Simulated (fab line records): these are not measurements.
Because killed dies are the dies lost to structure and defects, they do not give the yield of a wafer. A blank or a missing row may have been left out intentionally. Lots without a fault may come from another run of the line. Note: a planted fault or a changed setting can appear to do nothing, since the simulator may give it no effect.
fab line records	flow nandHarc
record: lots: 5	wafers: 14	lastDay: 33
route steps=1302 shown A_CHANNEL_HOLE_D1@461 END@1302
lots with no fault: from the same line, run without faults
startH: start of the lot's first displayed wafer, in hours after the record's first day	waitH: time in hours since the lot's previous step	" repeats the value in the row above	L1.1+2: a single row standing in for several wafers	- no value present, or no start provided	* or withheld: withheld	< > ~ a bound
route shown NAME@n: NAME is a module with steps in the file, n the number in the route of the first one	usual: mean/standard deviation of fault-free wafers	same: alike in all rows	chamber/n: place in a boat	sites: each site's reading	_std_site: the standard deviation of these	_edge_site: mean of outer sites minus mean of inner sites	radiusMm: for every site, how far away it sits from the centre of the wafer	mask NAME#n: copy n	behind: the last tool/chamber to shape the wafer	hold: reason for holding the lot/hours on hold/outcome of the hold	device: which transistor (n, p or np) failed to switch	end of line: the same wafers' tests at the end of the route	a step without rows: its recipe alone	killed: dies that structure and defects cost at the first sort, which is not the same as the wafer's yield	map: shows each die of a wafer: x if killed, . if not, _ if none is there
set.NAME: the setting that was run; set.NAME@STEP: the one run at that earlier step	model.NAME: the simulator's own value behind a step, which no gauge read
lots seen at some steps along the route; tables by step, rows by wafer
services: from which hour (startH, from the record's first day; less than 0 if before it) a tool's chamber was out of use, for how many hours, and why
== steps ==
step: NHARC_A_CHANNEL_HOLE_D1_DEVELOP_09
recipe: developTimeS: 35	devTempC: 23
step: NHARC_A_CHANNEL_HOLE_D1_CD_MEAS_10
recipe: targetCdNm: 100	landingEnergyEv: 500
usual: cdNm: 99.7/0.54
lot.wafer	tool	chamber	startH	waitH	cdNm
L960.3	cdSem-01	0	185.79	-	99.5
L960.4	"	0	"	"	100.6
L960.6	"	0	"	"	99.3
L962.3	cdSem-02	0	212.28	-	99.2
L962.4	"	0	"	"	99.5
L962.6	"	0	"	"	99.1
L966.1	cdSem-02	0	259.57	-	99.3
L966.6	"	0	"	"	99.3
L974.1	cdSem-02	0	324.48	-	100.2
L974.3	"	0	"	"	99.6
L974.6	"	0	"	"	99.5
L980.2	cdSem-02	0	384.77	-	100.1
L980.3	"	0	"	"	99.9
L980.6	"	0	"	"	100.0
step: NHARC_A_CHANNEL_HOLE_D1_OVL_MEAS_11
usual: overlayXNm: 0.0/0.93	overlayYNm: 0.0/0.92
lot.wafer	tool	chamber	startH	waitH	overlayXNm	overlayYNm
L960.3	overlay-01	-	185.88	-	1.4	-1.3
L960.4	"	-	"	"	2.4	-1.2
L960.6	"	-	"	"	1.8	-1.0
L962.3	overlay-01	-	212.36	-	1.3	1.2
L962.4	"	-	"	"	0.5	1.4
L962.6	"	-	"	"	0.7	1.0
L966.1	overlay-01	-	259.66	-	-0.2	0.7
L966.6	"	-	"	"	-0.7	0.7
L974.1	overlay-01	-	324.57	-	1.1	0.4
L974.3	"	-	"	"	0.5	0.7
L974.6	"	-	"	"	0.6	0.6
L980.2	overlay-01	-	384.86	-	-2.1	0.1
L980.3	"	-	"	"	-2.6	0.3
L980.6	"	-	"	"	-1.3	0.7
step: NHARC_A_CHANNEL_HOLE_D1_INSPECT_12
usual: rawDefectCount: 4.9/2.6
lot.wafer	tool	chamber	startH	waitH	rawDefectCount
L960.3	defectInspect-02	-	185.92	0.0	3
L960.4	"	-	"	"	2
L960.6	"	-	"	"	6
L962.3	defectInspect-01	-	212.40	0.0	5
L962.4	"	-	"	"	2
L962.6	"	-	"	"	4
L966.1	defectInspect-02	-	259.69	0.0	2
L966.6	"	-	"	"	4
L974.1	defectInspect-02	-	324.60	0.0	7
L974.3	"	-	"	"	5
L974.6	"	-	"	"	11
L980.2	defectInspect-02	-	384.89	0.0	3
L980.3	"	-	"	"	5
L980.6	"	-	"	"	3
step: NHARC_A_CHANNEL_HOLE_D1_DESCUM_15
recipe: timeS: 3	o2FlowSccm: 200	arFlowSccm: 0	biasPowerW: 0	chemistry: O2
usual: chamberPressureMTorr: 60.00/0.057	drypumpMotorCurrentA: 5.9/0.48	o2FlowSccm: 200.0/0.62	oesProductAu: 0.999/0.012	rfVppV: 57.6/0.85	showerheadPlenumPTorr: 1.89/0.067	throttleValvePct: 11.311/0.0099
lot.wafer	tool	chamber	startH	waitH	chamberPressureMTorr	drypumpMotorCurrentA	o2FlowSccm	oesProductAu	rfHoursCounterH	rfVppV	showerheadPlenumPTorr	throttleValvePct
L960.4	rieDiel-03	1	185.99	0.1	60.03	6.7	200.8	1.000	6	57.1	1.95	11.312
L960.3	"	2	"	"	59.94	6.0	200.5	1.021	6	57.5	1.81	11.314
L960.6	"	0	"	"	59.98	5.7	200.1	0.997	-	57.6	1.82	11.314
L962.3	rieDiel-03	3	212.47	0.1	59.87	6.2	199.9	0.991	8	58.0	1.92	11.321
L962.4	"	0	"	"	60.04	5.7	200.2	0.983	7	57.6	1.82	11.314
L962.6	"	2	"	"	59.99	5.9	199.4	1.008	-	57.1	1.81	11.322
L966.1	rieDiel-03	1	259.77	0.1	59.98	6.6	200.6	0.996	12	58.2	1.95	11.313
L966.6	"	3	"	"	59.92	6.2	200.2	0.986	-	58.5	1.92	11.292
L974.3	rieDiel-03	2	324.67	0.1	60.03	5.9	199.6	0.991	2	57.2	1.80	11.304
L974.1	"	3	"	"	60.07	6.2	200.8	0.975	2	58.0	1.91	11.297
L974.6	"	2	"	"	60.00	5.9	200.3	0.994	-	56.9	1.81	11.306
L980.3	rieDiel-03	1	384.96	0.1	59.93	6.7	199.6	1.002	8	58.0	1.94	11.307
L980.2	"	2	"	"	60.05	5.9	200.3	1.003	7	55.3	1.80	11.312
L980.6	"	1	"	"	59.99	6.7	199.7	0.996	-	57.4	1.94	11.316
step: NHARC_A_CHANNEL_HOLE_D1_ETCH_38
recipe: targetDepthA: 390	overEtchFrac: 0.3	timeS: 65	ionEnergyEv: 80	cf4FlowSccm: 150	arFlowSccm: 0	rfW: 300	biasW: 100	chemistry: CF4
step: NHARC_A_CHANNEL_HOLE_D1_ETCH_39
recipe: targetDepthA: 2600	overEtchFrac: 0.3	timeS: 325	ionEnergyEv: 200	n2FlowSccm: 150	h2FlowSccm: 150	arFlowSccm: 0	rfW: 400	biasW: 150	chemistry: N2/H2
step: NHARC_A_CHANNEL_HOLE_D1_ETCH_34
recipe: targetDepthA: 1540	timeS: 77	cf4FlowSccm: 100	chf3FlowSccm: 30	arFlowSccm: 0	rfW: 500	biasW: 200	chemistry: CF4/CHF3
usual: chamberPressureMTorr: 25.000/0.023	drypumpMotorCurrentA: 6.0/0.48	oesProductAu: 0.941/0.025	rfVppV: 370.1/1.9	showerheadPlenumPTorr: 1.56/0.051	throttleValvePct: 16.802/0.0089
lot.wafer	tool	chamber	startH	waitH	chamberPressureMTorr	drypumpMotorCurrentA	oesProductAu	rfHoursCounterH	rfVppV	showerheadPlenumPTorr	throttleValvePct
L960.4	rieDiel-03	2	-	-	24.998	5.9	0.938	6	367.4	1.49	16.811
L960.3	"	1	"	"	25.000	6.7	0.916	6	371.8	1.60	16.806
L960.6	"	2	"	"	24.966	5.9	0.945	-	367.6	1.49	16.807
L962.3	rieDiel-03	0	-	-	25.005	5.7	0.910	8	367.3	1.50	16.788
L962.4	"	2	"	"	24.983	5.9	0.934	8	368.9	1.49	16.798
L962.6	"	0	"	"	24.989	5.7	0.914	-	368.7	1.50	16.812
L966.1	rieDiel-03	3	-	-	25.041	6.2	0.926	13	371.8	1.57	16.817
L966.6	"	0	"	"	24.973	5.7	0.911	-	368.2	1.50	16.800
L974.3	rieDiel-03	3	-	-	24.996	6.2	0.951	2	371.5	1.57	16.804
L974.1	"	0	"	"	25.026	5.7	0.965	2	369.1	1.50	16.815
L974.6	"	2	"	"	24.975	5.9	0.953	-	367.7	1.49	16.793
L980.3	rieDiel-03	3	-	-	24.969	6.2	0.906	8	372.2	1.57	16.800
L980.2	"	1	"	"	24.982	6.6	0.924	8	371.7	1.60	16.805
L980.6	"	3	"	"	25.021	6.2	0.902	-	370.5	1.57	16.800
step: NHARC_A_CHANNEL_HOLE_D1_ETCH_16
recipe: targetDepthA: 31000	overEtchFrac: 0.3	timeS: 806	ionEnergyEv: 150	o2FlowSccm: 400	cosFlowSccm: 20	arFlowSccm: 0	rfW: 500	biasW: 300	chemistry: O2/COS
step: NHARC_A_CHANNEL_HOLE_D1_CD_MEAS_18
usual: cdNm: 98/3
lot.wafer	tool	chamber	startH	waitH	cdNm
L960.3	cdSem-01	-	187.48	-	93
L960.4	"	-	"	"	101
L960.6	"	-	"	"	96
L962.3	cdSem-03	-	213.57	-	94
L962.4	"	-	"	"	96
L962.6	"	-	"	"	100
L966.1	cdSem-02	-	261.33	-	97
L966.6	"	-	"	"	100
L974.1	cdSem-02	-	325.77	-	103
L974.3	"	-	"	"	102
L974.6	"	-	"	"	104
L980.2	cdSem-03	-	386.06	-	96
L980.3	"	-	"	"	96
L980.6	"	-	"	"	98
step: NHARC_A_CHANNEL_HOLE_D1_ETCH_19
recipe: biasV: 1200	sourceW: 2500	pressureMtorr: 15	timeS: 34.5	arFlowSccm: 375	c4f8FlowSccm: 28.8	o2FlowSccm: 96.2	tempC: -20	targetDepthA: *	chemistry: C4F8/O2/Ar
step: NHARC_A_CHANNEL_HOLE_D1_ETCH_20
recipe: biasV: 3000	sourceW: withheld	pressureMtorr: 20	timeS: 361.9	arFlowSccm: 375	c4f8FlowSccm: 89.3	o2FlowSccm: 35.7	tempC: -20	targetDepthA: 16000	chemistry: C4F8/O2/Ar
usual: chamberPressureMTorr: 20.000/0.019	drypumpMotorCurrentA: 6.00/0.28	o2FlowSccm: 35.70/0.1	oesAirLineAu: 1.000/0.021	showerheadPlenumPTorr: 3.69/0.06	throttleValvePct: 32.155/0.0094
lot.wafer	tool	chamber	startH	waitH	chamberPressureMTorr	drypumpMotorCurrentA	o2FlowSccm	oesAirLineAu	rfHoursCounterH	showerheadPlenumPTorr	throttleValvePct
L960.4	harEtch-02	1	187.77	0.2	19.990	6.12	35.71	0.977	-	3.65	32.164
L960.3	"	0	"	"	19.999	5.54	35.88	0.981	-	3.77	32.162
L960.6	"	0	"	"	20.012	5.53	35.85	1.021	-	3.77	32.155
L962.3	harEtch-01	0	213.86	0.2	20.006	6.16	35.78	0.986	-	3.72	32.136
L962.4	"	1	"	"	20.014	6.16	35.48	0.983	-	3.72	32.141
L962.6	"	0	"	"	20.000	6.17	35.74	0.991	-	3.72	32.167
L966.1	harEtch-02	0	261.52	0.1	20.007	5.51	35.72	1.008	340	3.74	32.139
L966.6	"	0	"	"	20.000	5.55	35.81	0.985	-	3.74	32.162
L974.1	harEtch-01	1	325.96	0.1	19.980	6.20	35.71	0.973	165	3.69	32.155
L974.3	"	0	"	"	20.002	6.16	35.79	1.021	-	3.69	32.161
L974.6	"	1	"	"	19.997	6.19	35.81	0.998	-	3.69	32.149
L980.2	harEtch-01	0	392.59	0.1	20.013	6.16	35.70	1.029	207	3.67	32.166
L980.3	"	1	"	"	19.989	6.21	35.63	0.975	-	3.67	32.160
L980.6	"	0	"	"	19.993	6.15	35.73	1.019	-	3.67	32.158
step: NHARC_A_CHANNEL_HOLE_D1_ETCH_21
recipe: biasV: 3000	sourceW: withheld	pressureMtorr: 20	timeS: 514.3	arFlowSccm: 375	c4f8FlowSccm: 89.3	o2FlowSccm: 35.7	tempC: -20	targetDepthA: 16000	chemistry: C4F8/O2/Ar
usual: chamberPressureMTorr: 19.999/0.019	drypumpMotorCurrentA: 6.00/0.28	o2FlowSccm: 35.71/0.1	oesAirLineAu: 0.999/0.023	showerheadPlenumPTorr: 3.69/0.06	throttleValvePct: 32.156/0.0091
lot.wafer	tool	chamber	startH	waitH	chamberPressureMTorr	drypumpMotorCurrentA	o2FlowSccm	oesAirLineAu	rfHoursCounterH	showerheadPlenumPTorr	throttleValvePct
L960.4	harEtch-02	1	188.12	0.3	19.974	6.19	35.66	0.979	-	3.64	32.162
L960.3	"	0	"	"	20.029	5.53	35.75	1.007	-	3.77	32.143
L960.6	"	0	"	"	19.997	5.52	35.71	0.979	-	3.77	32.158
L962.3	harEtch-01	0	214.22	0.3	19.983	6.16	35.76	1.028	-	3.72	32.157
L962.4	"	1	"	"	20.019	6.18	35.71	1.024	-	3.72	32.149
L962.6	"	0	"	"	20.003	6.15	35.59	1.017	-	3.72	32.152
L966.1	harEtch-02	0	261.83	0.3	19.976	5.53	35.87	1.028	340	3.74	32.137
L966.6	"	0	"	"	20.004	5.53	35.81	1.018	-	3.74	32.173
L974.1	harEtch-01	1	326.28	0.3	19.979	6.21	35.66	1.025	165	3.69	32.162
L974.3	"	0	"	"	19.976	6.18	35.81	1.006	-	3.69	32.162
L974.6	"	1	"	"	20.006	6.20	35.58	1.054	-	3.69	32.161
L980.2	harEtch-01	0	392.93	0.3	20.019	6.15	35.60	1.046	207	3.67	32.155
L980.3	"	1	"	"	20.019	6.18	35.58	0.977	-	3.67	32.150
L980.6	"	0	"	"	19.992	6.14	35.64	1.003	-	3.67	32.163
step: NHARC_A_CHANNEL_HOLE_D1_ETCH_22
recipe: biasV: 3000	sourceW: withheld	pressureMtorr: 20	timeS: 666.7	arFlowSccm: 375	c4f8FlowSccm: 89.3	o2FlowSccm: 35.7	tempC: -20	targetDepthA: 16000	chemistry: C4F8/O2/Ar
step: NHARC_A_CHANNEL_HOLE_D1_ETCH_23
recipe: biasV: 5000	sourceW: withheld	pressureMtorr: 20	timeS: 819	arFlowSccm: 375	c4f8FlowSccm: 89.3	o2FlowSccm: 35.7	tempC: -20	targetDepthA: 16000	chemistry: C4F8/O2/Ar
step: NHARC_A_CHANNEL_HOLE_D1_ETCH_24
recipe: biasV: 5000	sourceW: withheld	pressureMtorr: 20	timeS: 906.2	arFlowSccm: 375	c4f8FlowSccm: 93.8	o2FlowSccm: 31.2	tempC: -20	targetDepthA: 15000	chemistry: C4F8/O2/Ar
step: NHARC_A_CHANNEL_HOLE_D1_ETCH_25
recipe: biasV: 5000	sourceW: withheld	pressureMtorr: 20	timeS: 1040.2	arFlowSccm: 375	c4f8FlowSccm: 93.8	o2FlowSccm: 31.2	tempC: -20	targetDepthA: 15000	chemistry: C4F8/O2/Ar
usual: chamberPressureMTorr: 20.002/0.018	drypumpMotorCurrentA: 6.00/0.28	o2FlowSccm: 31.19/0.093	oesAirLineAu: 1.000/0.02	showerheadPlenumPTorr: 3.68/0.06	throttleValvePct: 32.237/0.0092
lot.wafer	tool	chamber	startH	waitH	chamberPressureMTorr	drypumpMotorCurrentA	o2FlowSccm	oesAirLineAu	rfHoursCounterH	showerheadPlenumPTorr	throttleValvePct
L960.4	harEtch-02	1	190.76	0.7	19.999	6.18	31.08	1.014	-	3.64	32.240
L960.3	"	0	"	"	19.974	5.53	31.19	1.006	-	3.76	32.255
L960.6	"	0	"	"	19.998	5.52	31.17	1.004	-	3.76	32.233
L962.3	harEtch-01	0	216.85	0.7	20.027	6.14	31.19	1.009	-	3.72	32.247
L962.4	"	1	"	"	20.010	6.21	31.26	1.013	-	3.72	32.220
L962.6	"	0	"	"	20.009	6.15	31.14	1.008	-	3.72	32.238
L966.1	harEtch-02	0	264.30	0.6	20.013	5.56	31.31	1.008	342	3.74	32.232
L966.6	"	0	"	"	19.969	5.54	31.08	0.998	-	3.74	32.237
L974.1	harEtch-01	1	328.74	0.6	20.005	6.21	31.19	1.041	167	3.68	32.245
L974.3	"	0	"	"	20.007	6.17	31.22	0.965	-	3.68	32.229
L974.6	"	1	"	"	19.966	6.21	31.16	1.026	-	3.68	32.232
L980.2	harEtch-01	0	395.50	0.7	19.999	6.15	31.19	0.991	209	3.66	32.222
L980.3	"	1	"	"	20.011	6.18	31.35	0.989	-	3.66	32.240
L980.6	"	0	"	"	19.988	6.15	31.10	0.973	-	3.66	32.223
step: NHARC_A_CHANNEL_HOLE_D1_ETCH_26
recipe: biasV: 300	sourceW: 2000	pressureMtorr: 30	timeS: 224.1	arFlowSccm: 375	c4f8FlowSccm: 11.4	o2FlowSccm: 113.6	tempC: -20	targetDepthA: 3000	chemistry: C4F8/O2/Ar
step: NHARC_A_CHANNEL_HOLE_D1_ETCH_33
recipe: biasV: 400	sourceW: 2000	pressureMtorr: 25	timeS: 90	arFlowSccm: 375	c4f8FlowSccm: 41.7	o2FlowSccm: 83.3	tempC: -20	targetDepthA: 4000	chemistry: C4F8/O2/Ar
step: NHARC_A_CHANNEL_HOLE_D1_STRIP_41
recipe: n2FlowSccm: 150	h2FlowSccm: 150	arFlowSccm: 0	biasW: 0	chemistry: N2/H2
step: NHARC_A_CHANNEL_HOLE_D1_STRIP_42
recipe: cf4FlowSccm: 100	chf3FlowSccm: 30	arFlowSccm: 0	biasW: 0	chemistry: CF4/CHF3
step: NHARC_A_CHANNEL_HOLE_D1_STRIP_43
recipe: o2FlowSccm: 400	cosFlowSccm: 20	arFlowSccm: 0	biasW: 0	chemistry: O2/COS
step: NHARC_A_CHANNEL_HOLE_D1_ETCH_44
recipe: targetDepthA: 1400	overetchA: 140	timeS: 77	ionEnergyEv: 100	cf4FlowSccm: 80	o2FlowSccm: 20	arFlowSccm: 0	rfW: 300	biasW: 100	chemistry: CF4/O2
step: NHARC_A_CHANNEL_HOLE_D1_STRIP_27
recipe: o2FlowSccm: 500	arFlowSccm: 0	biasW: 0	chemistry: O2
usual: chamberPressureMTorr: 60.00/0.062	drypumpMotorCurrentA: 5.9/0.51	o2FlowSccm: 500.1/1.5	oesProductAu: 0.997/0.013	rfVppV: 57.5/0.88	showerheadPlenumPTorr: 3.48/0.1	throttleValvePct: 17.036/0.0095
lot.wafer	tool	chamber	startH	waitH	chamberPressureMTorr	drypumpMotorCurrentA	o2FlowSccm	oesProductAu	rfHoursCounterH	rfVppV	showerheadPlenumPTorr	throttleValvePct
L960.4	rieDiel-01	0	-	-	60.01	6.3	498.7	1.014	58	57.7	3.44	17.017
L960.3	"	1	"	"	60.00	4.8	500.8	0.999	56	56.9	3.53	17.019
L960.6	"	0	"	"	59.99	6.3	498.8	1.005	-	57.2	3.44	17.021
L962.3	rieDiel-03	2	-	-	60.03	5.9	502.2	1.015	9	58.1	3.35	17.030
L962.4	"	3	"	"	59.91	6.2	498.7	0.986	9	59.9	3.53	17.027
L962.6	"	2	"	"	60.05	5.9	500.8	1.015	-	57.8	3.35	17.024
L966.1	rieDiel-03	3	-	-	60.05	6.2	500.1	0.983	14	58.4	3.53	17.034
L966.6	"	2	"	"	60.02	5.9	501.3	1.009	-	56.2	3.34	17.023
L974.1	rieDiel-03	3	-	-	59.96	6.2	501.0	0.963	3	56.5	3.53	17.032
L974.3	"	0	"	"	60.11	5.7	498.2	1.001	3	57.7	3.36	17.051
L974.6	"	0	"	"	59.98	5.7	503.4	0.996	-	57.2	3.36	17.035
L980.2	rieDiel-03	2	-	-	60.00	5.9	499.7	0.994	9	57.3	3.34	17.023
L980.3	"	0	"	"	59.92	5.7	499.5	0.975	10	58.2	3.35	17.035
L980.6	"	1	"	"	59.97	6.7	499.3	0.989	-	57.9	3.58	17.057
step: NHARC_A_CHANNEL_HOLE_D1_PRECLEAN_28
recipe: timeS: *	tempC: 50	bathAgeMin: 0	chemistry: SC1
step: NHARC_A_CHANNEL_HOLE_D1_SRD_29
step: NHARC_A_CHANNEL_HOLE_D1_CD_MEAS_30
usual: cdNm: 90.0/1.6
lot.wafer	tool	chamber	startH	waitH	cdNm
L960.3	cdSem-01	-	193.09	-	90.0
L960.4	"	-	"	"	93.1
L960.6	"	-	"	"	93.2
L962.3	cdSem-02	-	219.20	-	88.4
L962.4	"	-	"	"	91.9
L962.6	"	-	"	"	91.3
L966.1	cdSem-02	-	266.95	0.1	90.6
L966.6	"	-	"	"	88.8
L974.1	cdSem-01	-	331.36	-	90.7
L974.3	"	-	"	"	89.4
L974.6	"	-	"	"	90.1
L980.2	cdSem-02	-	398.10	-	89.8
L980.3	"	-	"	"	88.8
L980.6	"	-	"	"	89.6
step: NHARC_A_CHANNEL_HOLE_D1_XSEM_31
recipe: landingEnergyEv: 35000
step: NHARC_A_CHANNEL_HOLE_D1_INSPECT_40
usual: rawDefectCount: 79/29
lot.wafer	tool	chamber	startH	waitH	hold	rawDefectCount
L960.3	defectInspect-02	-	193.28	-	-	112
L960.4	"	-	"	"	-	108
L960.6	"	-	"	"	-	108
L962.3	defectInspect-01	-	219.38	-	-	40
L962.4	"	-	"	"	-	41
L962.6	"	-	"	"	-	29
L966.1	defectInspect-02	-	267.14	-	awaitDispo/0.2h/release	545
L966.6	"	-	"	"	awaitDispo/0.2h/release	553
L966.1	defectInspect-02	-	267.31	0.2	-	540
L966.6	"	-	"	"	-	564
L974.1	defectInspect-01	-	331.54	-	-	41
L974.3	"	-	"	"	-	58
L974.6	"	-	"	"	-	69
L980.2	defectInspect-02	-	398.28	-	-	66
L980.3	"	-	"	"	-	82
L980.6	"	-	"	"	-	42
step: NHARC_END_SORT_01
recipe: tempC: 25
usual: killedAtArray: 55/17	killedAtOther: 0.9/1.2	killedAtPeriphery: 3.7/2.5	killedDies: 59/18	killedOpen: 3.4/1.9	killedShort: 2.6/1.6
same: grossDies: 677
lot.wafer	tool	chamber	startH	waitH	killedAtArray	killedAtOther	killedAtPeriphery	killedDies	killedOpen	killedShort
L966.1	prober-01	0	639.43	2.5	129	1	2	132	6	2
L966.6	prober-01	0	643.45	4.0	128	0	4	132	4	3
killed by level:class
L966.1 A_CHANNEL_HOLE_D1:unspecified=87 A_SLIT:chamberFilmFlake=17 A_CHANNEL_HOLE_D2:chamberFilmFlake=6 A_CHANNEL_HOLE_D1:chamberFilmFlake=5 A_BONDPAD:chamberFilmFlake=4 A_DECK1_JOINT:geometricParticle:short=2 A_M0:geometricParticle:open=2 P_GATE:chamberFilmFlake=2
L966.6 A_CHANNEL_HOLE_D1:unspecified=64 A_SLIT:chamberFilmFlake=30 A_CHANNEL_HOLE_D2:chamberFilmFlake=10 A_CHANNEL_HOLE_D1:chamberFilmFlake=9 P_GATE:chamberFilmFlake=3 A_DECK1_JOINT:geometricParticle:open=2 A_STAIRCASE:chamberFilmFlake=2 A_SGD_CUT:chamberFilmFlake=2
map L966.1 (x killed, . not)
____________.____________
_________xx....._________
_______xxx.x......_______
______xxx..........______
_____xxxxxx........._____
____..xxx.x.....x....____
____...xxx........x..____
___.................x.___
___...................___
__.....x.........xx....__
__......x...........x..__
_...x..x.........xx....._
_....xxxxx.x............_
_x..xxxxxxxx............_
_...xxxxxxx............._
_...xxxxxxxx...........x_
....xxxxxxxx.............
....xxxxxxxxx............
...xxxxxxxxx.............
....xxxxxxx.x............
.....xxxxxxx.............
_....xxxxxx...x........._
_..x.xxxxx.x............_
_....xxxxx.............._
_......................._
_........x.............._
__............x........__
__..x...........x......__
___...................___
___...................___
____....x......x.....____
____.................____
_____.......x......._____
______.............______
_______..........._______
_________......._________
____________.____________
map L960.3 (x killed, . not)
____________.____________
_________......._________
_______..........._______
______.............______
_____..............._____
____.................____
____.................____
___...................___
___...................___
__.....................__
__....x.......x........__
_.....x................._
_..x..........x........._
_..x.x.x.......xx......._
_...xx..x..x.x.........._
_......xxxx.x..........._
....xx.xx.xx....x........
....x.xxxx.x.............
....x.xxxx...............
......xxxxx....x.........
......xx.x...............
_.....xx.x.............._
_........x.............._
_..x.xx................._
_..........x............_
_.....................x._
__..................x..__
__.....................__
___...................___
___......x............___
____....x............____
____.................____
_____...x..........._____
______.............______
_______..........._______
_________..x...._________
____________.____________
== services ==
tool	chamber	startH	hours	kind
rieDiel-03	0	162.30	-	clean
rieDiel-03	1	162.30	-	clean
rieDiel-03	2	162.30	-	clean
rieDiel-03	3	162.30	-	clean
rieDiel-03	0	186.80	-	clean
rieDiel-03	1	186.80	-	clean
rieDiel-03	2	186.80	-	clean
rieDiel-03	3	186.80	-	clean
rieDiel-01	-	205.99	9.0	pm
rieDiel-03	0	211.30	-	clean
rieDiel-03	1	211.30	-	clean
rieDiel-03	2	211.30	-	clean
rieDiel-03	3	211.30	-	clean
rieDiel-03	0	235.80	-	clean
rieDiel-03	1	235.80	-	clean
rieDiel-03	2	235.80	-	clean
rieDiel-03	3	235.80	-	clean
rieDiel-03	1	261.03	3.5	repair
rieDiel-03	-	281.30	9.0	pm
rieDiel-01	-	315.38	0.6	repair
rieDiel-01	3	336.93	3.0	repair
harEtch-02	-	377.00	17.0	pm
rieDiel-01	-	383.59	9.0	pm
rieDiel-03	3	397.24	11.7	repair
== key ==
firstSign: step: NHARC_A_CHANNEL_HOLE_D1_INSPECT_40	reading: visit	direction: added
effect: step: NHARC_A_CHANNEL_HOLE_D1_INSPECT_40	reading: rawDefectCount	direction: up	sigmas: 16	usual: 79	struck: 549
effect: step: NHARC_END_SORT_01	reading: killedAtArray	direction: up	sigmas: 4.3	usual: 55	struck: 128
moreKillsBornAt: NHARC_A_CHANNEL_HOLE_D1_ETCH_21@harEtch-02: 100
metAt NHARC_A_CHANNEL_HOLE_D1_ETCH_21
struckWafers L966.1,L966.6
testerLeftOut L966
onsetBetween 188.12 261.83
alsoFits NHARC_A_CHANNEL_HOLE_D1_ETCH_20:harEtch-02,NHARC_A_CHANNEL_HOLE_D1_ETCH_25:harEtch-02
fault: kind: chamberParticleSource	tool: harEtch-02	chamber: 0	onsetH: 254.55	steps: NHARC_A_CHANNEL_HOLE_D1_ETCH_21	ratePerVisitCm2: 0.67256	endH: 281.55
testerLeftOut: of these lots the tester's yield and bins aren't shown, on N5 and GAA mostly nor the transistor test; their killed dies are dies lost to structure and defects alone, not to doping, threshold or leakage, so they don't give the yield
